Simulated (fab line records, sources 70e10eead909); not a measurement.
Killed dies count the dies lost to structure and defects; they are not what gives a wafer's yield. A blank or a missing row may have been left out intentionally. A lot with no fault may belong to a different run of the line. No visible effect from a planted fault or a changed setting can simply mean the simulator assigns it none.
Chamber matching    flow nand-harc    NHARC_A_STAIRCASE_CMP_152 on cmp-01: 4 sister chambers
The step polishes. 16 wafers are shown with their chamber, then 8 later ones without.

## WAFERS PAIRED WITH THEIR CHAMBERS
wafer   chamber  motor-current-A (A)  slurry-flow-ml-min
L591.3  2        12.7                 149.8
L591.4  3        10.9                 149.2
L591.5  3        11.0                 149.8
L593.1  3        10.4                 150.6
L593.2  2        13.5                 150.1
L593.4  1        12.4                 150.3
L597.1  1        12.7                 150.0
L597.2  0        12.7                 150.3
L597.4  3        10.9                 150.0
L598.1  2        13.6                 150.7
L598.4  1        12.7                 149.7
L598.6  0        12.2                 150.7
L599.1  2        12.6                 149.6
L599.4  3        9.8                  149.6
L599.6  0        12.4                 149.8
L604.2  3        10.5                 150.6

SIGNATURES (means of the wafers above)
reading             chamber 0  chamber 1  chamber 2  chamber 3  scatter within a chamber
motor-current-A     12.433     12.600     13.100     10.583     0.412
slurry-flow-ml-min  150.267    150.000    150.050    149.967    0.486
Rule: for a wafer and a chamber, the distance is found by dividing, reading by reading, the gap between the wafer's reading and the chamber's mean by the reading's scatter, squaring, summing and taking the root. If the next closest chamber is less than 2 further off than the closest, the wafer can't be placed; otherwise it belongs to the closest. The scatter: take each reading less its chamber's mean, square it, sum over the shown wafers, divide by the number of wafers less the number of chambers, and take the root.

## WAFERS WITHOUT THEIR CHAMBER
wafer   motor-current-A (A)  slurry-flow-ml-min
L604.5  10.7                 150.3
L604.6  12.5                 149.7
L607.2  12.8                 150.5
L607.3  12.5                 151.5
L607.5  12.7                 150.7
L612.2  12.7                 149.8
L612.5  12.6                 150.4
L612.6  10.3                 149.7

## WHICH CHAMBER EACH WENT THROUGH
wafer   from the rows above           in truth
L604.5  3                             3
L604.6  can't be placed: 1 or 0 or 2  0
L607.2  can't be placed: 0 or 1 or 2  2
L607.3  can't be placed: 0 or 1 or 2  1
L607.5  can't be placed: 0 or 1 or 2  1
L612.2  can't be placed: 1 or 2 or 0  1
L612.5  can't be placed: 0 or 1 or 2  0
L612.6  3                             3
Correctly placed: 2 of 8. Cannot be placed on the basis of these rows: 6; the candidates contain the true chamber in 6. Wrongly placed: 0.
